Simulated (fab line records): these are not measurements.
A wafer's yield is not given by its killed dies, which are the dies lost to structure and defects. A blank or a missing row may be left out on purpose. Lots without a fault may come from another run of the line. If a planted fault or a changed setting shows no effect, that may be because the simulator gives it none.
Matching of chambers | flow n5Finfet | N5_BEOL_M5_PECVD_70 on pecvd-02 has 3 sister chambers
The step deposits SiO2 from TEOS/O2, target thk 16 nm, time 18 s. 3 wafers are shown with their chamber, then 12 later ones without.

== WAFERS PAIRED WITH THEIR CHAMBERS ==
wafer  | chamber | showerheadPlenumPTorr (Torr)
L089.5 | 2       | 8.85
L090.5 | 0       | 8.85
L090.6 | 1       | 8.73

== WAFERS WITH NO CHAMBER GIVEN ==
wafer  | showerheadPlenumPTorr (Torr)
L093.3 | 8.73
L093.4 | 8.88
L093.6 | 8.86
L094.1 | 8.82
L094.2 | 8.73
L094.6 | 8.74
L096.2 | 8.89
L096.4 | 8.84
L096.5 | 8.75
L097.1 | 8.85
L097.2 | 8.74
L097.5 | 8.74

== EACH ONE'S CHAMBER ==
wafer  | from the rows above     | in truth
L093.3 | 1                       | 1
L093.4 | can't be placed: 0 or 2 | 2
L093.6 | can't be placed: 0 or 2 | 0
L094.1 | can't be placed: 0 or 2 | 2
L094.2 | 1                       | 1
L094.6 | 1                       | 1
L096.2 | can't be placed: 0 or 2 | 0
L096.4 | can't be placed: 0 or 2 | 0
L096.5 | 1                       | 1
L097.1 | can't be placed: 0 or 2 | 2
L097.2 | 1                       | 1
L097.5 | 1                       | 1
Correctly placed: 6 of 12. Unplaceable from these rows: 6, with the true chamber sitting among the candidates in 6. Placed wrongly: 0.
How it was worked out, from the rows above alone: a wafer's distance from a chamber is the root of the sum, over the readings, of the square of ((its reading less the chamber's mean) divided by the reading's scatter). If the next closest chamber is less than 2 further off than the closest, the wafer can't be placed; otherwise it belongs to the closest. The mean given for a chamber averages the wafers shown for that chamber. The scatter: root of mean squared gap, hidden wafer to nearest shown wafer, with one shown wafer a chamber.
